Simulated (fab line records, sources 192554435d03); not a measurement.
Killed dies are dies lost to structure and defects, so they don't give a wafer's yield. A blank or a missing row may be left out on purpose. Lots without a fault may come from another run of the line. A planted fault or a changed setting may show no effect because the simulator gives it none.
Split-lot experiment | flow n5_finfet | 7 lots, 21 wafers read, on a route of 1938 steps

THE SPLIT
At N5_BEOL_M12_COAT_58 (time 60 s, resist thk 89 nm), the setting spin_rpm was moved away from the recipe's 1500 rpm on 3 of the 21 wafers read, by -10.7% to -4.6%. The other wafers ran this setting at the recipe's value.

FROM THE SPLIT TO THE READING: what the file shows between them, 3 steps
- N5_BEOL_M12_COAT_04: resist thk 400 nm
- N5_BEOL_M12_EBR_06
- N5_BEOL_M12_DESCUM_15: chemistry O2, time 7.9 s

THE READING
etch.depth_nm (the simulator's own value, which no gauge read), in nm, at N5_BEOL_M12_ETCH_59 (etches BARC in N2/H2, target depth 89 nm, overetch 26.7 nm, time 67.9 s). The file gives no usual value for it. The 18 wafers here that ran the recipe average 88.93 nm, standard deviation 0.23 nm.

wafer  | tool, chamber at the split | spin_rpm as run, rpm | against the recipe | etch.depth_nm, nm | against lot-mates on the recipe
L082.2 | litho_track-02, 0          | 1500                 | recipe             | 88.88             | -
L082.4 | litho_track-02, 0          | 1340                 | -10.7%             | 93.95             | +5.07
L082.6 | litho_track-02, 0          | 1340                 | -10.7%             | 93.88             | +5.00
L080.1 | litho_track-02, 0          | 1500                 | recipe             | 88.65             | -
L080.3 | litho_track-02, 0          | 1500                 | recipe             | 88.75             | -
L080.6 | litho_track-02, 0          | 1431                 | -4.6%              | 91.02             | +2.32
L083.2 | litho_track-02, 0          | 1500                 | recipe             | 88.94             | -
L083.3 | litho_track-02, 0          | 1500                 | recipe             | 89.13             | -
L083.5 | litho_track-02, 0          | 1500                 | recipe             | 88.95             | -
L084.3 | litho_track-05, 0          | 1500                 | recipe             | 88.6              | -
L084.4 | litho_track-05, 0          | 1500                 | recipe             | 89                | -
L084.5 | litho_track-05, 0          | 1500                 | recipe             | 88.84             | -
L088.1 | litho_track-02, 0          | 1500                 | recipe             | 89.37             | -
L088.3 | litho_track-02, 0          | 1500                 | recipe             | 89.29             | -
L088.5 | litho_track-02, 0          | 1500                 | recipe             | 89.34             | -
L097.1 | litho_track-05, 0          | 1500                 | recipe             | 88.67             | -
L097.4 | litho_track-05, 0          | 1500                 | recipe             | 88.85             | -
L097.6 | litho_track-05, 0          | 1500                 | recipe             | 88.77             | -
L096.1 | litho_track-02, 0          | 1500                 | recipe             | 89.09             | -
L096.2 | litho_track-02, 0          | 1500                 | recipe             | 88.86             | -
L096.5 | litho_track-02, 0          | 1500                 | recipe             | 88.8              | -

THE FIT
A straight line over all 21 wafers: etch.depth_nm changes by -0.466 nm for each +1% of spin_rpm; r = -0.99; the points scatter about the line by 0.22 nm.
The same after taking each lot's own level away (the mean of its wafers on the recipe; 21 wafers): -0.474 nm for each +1%; r = -1.00; scatter 0.1 nm.
On that fit, the largest move of spin_rpm shifts the reading by 5.1 nm.
The lots' own levels span 88.700 to 89.333 nm, that is 2.8 times the standard deviation above.
So the lot-to-lot level changes the slope little: the two slopes agree.
Check: with one of the wafers moved furthest among these (-10.7%) left out of the fit, the line predicts +5.06 nm for it against its lot-mates. It came out at +5.07 nm against them.

OTHER SPLITS ON THESE WAFERS
These wafers also went through other splits before the reading. Each is held against what the fit with the lots' levels taken away leaves over:
other split on the same wafers    | wafers away from the commonest value | r with etch.depth_nm (lot level and that fit taken away)
N5_BEOL_M9_COAT_75 time_s         | 6                                    | +0.20
N5_BEOL_M10_TRENCH_ETCH_37 bias_w | 7                                    | +0.10
N5_BEOL_M11_DEP_56 time_s         | 4                                    | -0.20

THE WHOLE CHAIN: every reading that the file lists as answering this split, in the file's order
step                 | what it does                                                            | reading                                                                          | change (the file's fit)               | r (the file's)
N5_BEOL_M12_COAT_58  | time 60 s, resist thk 89 nm                                             | BARC_of_BEOL_M12_COAT_58.thk_nm (the simulator's own value, which no gauge read) | -0.482 nm for each +1% of the setting | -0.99
N5_BEOL_M12_ETCH_59  | etches BARC in N2/H2, target depth 89 nm, overetch 26.7 nm, time 67.9 s | etch.depth_nm (the simulator's own value, which no gauge read)                   | -0.477 nm for each +1% of the setting | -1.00
N5_BEOL_M12_STRIP_64 | strips in N2/H2                                                         | strip_time_to_endpoint_s                                                         | withheld for each +1% of the setting  | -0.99

THE FILE'S OWN FIT
etch.depth_nm changes by -0.477 nm for each +1% of spin_rpm, r = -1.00.
